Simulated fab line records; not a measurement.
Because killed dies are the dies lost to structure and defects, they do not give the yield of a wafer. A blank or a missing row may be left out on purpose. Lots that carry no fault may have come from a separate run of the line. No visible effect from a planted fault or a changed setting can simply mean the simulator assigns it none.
Lot-split experiment | flow n5-finfet | on a route of 1938 steps: 7 lots, 21 wafers read

THE SPLIT ITSELF
At N5_BEOL_M3_TRENCH_ETCH_37 (etches SiOC in C4F6/O2, target depth 55.555 nm, time 29.2 s), the setting bias-w was moved away from the recipe's 185 W on 9 of the 21 wafers read, by -13.0% to +13.6%. The other wafers ran this setting at the recipe's value.

The split's own step is where the reading is taken.

THE READING
rf-vpp-V, in V, at N5_BEOL_M3_TRENCH_ETCH_37 (etches SiOC in C4F6/O2, target depth 55.555 nm, time 29.2 s). Typical for fault-free wafers on this fab line: 671 V, with standard deviation 16 V.

wafer  | tool, chamber at the split | bias-w as run, W | against the recipe | rf-vpp-V, V | against lot-mates on the recipe
L074.1 | rie-diel-04, 1             | 210.1            | +13.6%             | 752         | +73
L074.2 | rie-diel-04, 3             | 185              | recipe             | 679         | -
L074.3 | rie-diel-04, 0             | 210.1            | +13.6%             | 759         | +80
L079.3 | rie-diel-04, 1             | 185              | recipe             | 682         | -
L079.5 | rie-diel-04, 2             | 185              | recipe             | 683         | -
L079.6 | rie-diel-04, 3             | 168.3            | -9.0%              | 627         | -56
L084.1 | rie-diel-02, 2             | 201.7            | +9.0%              | 744         | +85
L084.2 | rie-diel-02, 0             | 201.7            | +9.0%              | 706         | +47
L084.5 | rie-diel-02, 0             | 185              | recipe             | 659         | -
L087.3 | rie-diel-02, 2             | 160.9            | -13.0%             | 622         | -39
L087.5 | rie-diel-02, 0             | 185              | recipe             | 661         | -
L087.6 | rie-diel-02, 1             | 160.9            | -13.0%             | 597         | -64
L088.1 | rie-diel-05, 0             | 185              | recipe             | 683         | -
L088.2 | rie-diel-05, 2             | 185              | recipe             | 634         | -
L088.3 | rie-diel-05, 3             | 170.9            | -7.6%              | 628         | -30
L092.4 | rie-diel-04, 2             | 208.1            | +12.5%             | 749         | +68
L092.5 | rie-diel-04, 0             | 185              | recipe             | 686         | -
L092.6 | rie-diel-04, 3             | 185              | recipe             | 677         | -
L095.2 | rie-diel-02, 2             | 185              | recipe             | 696         | -
L095.3 | rie-diel-02, 0             | 185              | recipe             | 661         | -
L095.6 | rie-diel-02, 3             | 185              | recipe             | 657         | -

THE FIT
A straight line over all 21 wafers: rf-vpp-V changes by +5.59 V for each +1% of bias-w; r = +0.94; the points scatter about the line by 16 V.
The same after taking each lot's own level away (the mean of its wafers on the recipe; 21 wafers): +5.25 V for each +1%; r = +0.94; scatter 15 V.
On that fit, the largest move of bias-w shifts the reading by 71 V.
Measured against the standard deviation above, the lots' own levels, which go from 658.5 to 682.5 V, span 1.5 times it.
So the lot-to-lot level changes the slope little: the two slopes agree.
Check: +75.9 V against its lot-mates is what the line predicts for one of the wafers moved furthest among these (+13.6%) when that wafer is left out of the fit. It came out at +73 V against them.
Tool readings at the split's step, against how far the setting was moved: rf-vpp-V r = +0.94.

THESE WAFERS: OTHER SPLITS
Note: prior to the reading, these wafers also went through further splits. Each is held against what the fit with the lots' levels taken away leaves over:
other split on the same wafers                  | wafers away from the commonest value | r with rf-vpp-V (lot level and that fit taken away)
N5_MOL_CONTACT_COAG_ETCHBACK_136 target-depth-a | 6                                    | -0.11
N5_MOL_CONTACT_COAG_CVD_140 target-thk-a        | 5                                    | -0.06
N5_BEOL_M1_COAT_68 spin-rpm                     | 8                                    | +0.33
N5_BEOL_M2_ETCH_69 bias-w                       | 6                                    | -0.18
N5_BEOL_M3_EXPOSE_08 dose-mj                    | 6                                    | +0.09
N5_BEOL_M3_ETCH_64 time-s                       | 11                                   | +0.31

THE FILE'S OWN FIT
rf-vpp-V changes by +5.31 V for each +1% of bias-w, r = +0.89.
